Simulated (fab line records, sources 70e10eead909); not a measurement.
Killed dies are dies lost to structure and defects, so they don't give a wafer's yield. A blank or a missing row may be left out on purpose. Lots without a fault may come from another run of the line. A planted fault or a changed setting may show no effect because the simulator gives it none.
Chamber matching | flow nand_harc | NHARC_P_BONDPAD_ACTIVATE_29 on rie_diel-12: 4 sister chambers
The step chemistry N2, time 60 s. 8 wafers are shown with their chamber, then 9 later ones without.

WAFERS WITH THEIR CHAMBER
wafer  | chamber | showerhead_plenum_p_Torr (Torr) | drypump_motor_current_A (A)
L739.4 | 2       | 1.80                            | 6.0
L744.1 | 1       | 1.74                            | 5.5
L744.6 | 2       | 1.80                            | 6.0
L748.1 | 3       | 1.64                            | 4.9
L748.6 | 0       | 1.88                            | 5.9
L746.1 | 3       | 1.65                            | 4.8
L746.4 | 1       | 1.74                            | 5.4
L746.5 | 0       | 1.88                            | 5.9

WAFERS WITHOUT THEIR CHAMBER
wafer  | showerhead_plenum_p_Torr (Torr) | drypump_motor_current_A (A)
L753.2 | 1.64                            | 4.8
L753.3 | 1.80                            | 6.0
L753.6 | 1.88                            | 5.9
L757.2 | 1.80                            | 6.0
L757.5 | 1.80                            | 6.0
L757.6 | 1.64                            | 4.8
L758.4 | 1.80                            | 6.0
L758.5 | 1.88                            | 5.9
L758.6 | 1.64                            | 4.8

WHICH CHAMBER EACH WENT THROUGH
wafer  | from the rows above | in truth
L753.2 | 3                   | 3
L753.3 | 2                   | 2
L753.6 | 0                   | 0
L757.2 | 2                   | 2
L757.5 | 2                   | 2
L757.6 | 3                   | 3
L758.4 | 2                   | 2
L758.5 | 0                   | 0
L758.6 | 3                   | 3
Placed correctly: 9 of 9. Can't be placed from these rows: 0. Placed wrongly: 0.
How it was worked out, from the rows above alone: a wafer's distance from a chamber is the root of the sum, over the readings, of the square of ((its reading less the chamber's mean) divided by the reading's scatter). The wafer belongs to the nearest chamber; if the next one is less than 2 further off, it can't be placed. A chamber's mean is the mean of its shown wafers. The scatter: the root of (the sum of the squares of (reading less its chamber's mean) over the shown wafers, divided by (wafers less chambers)).
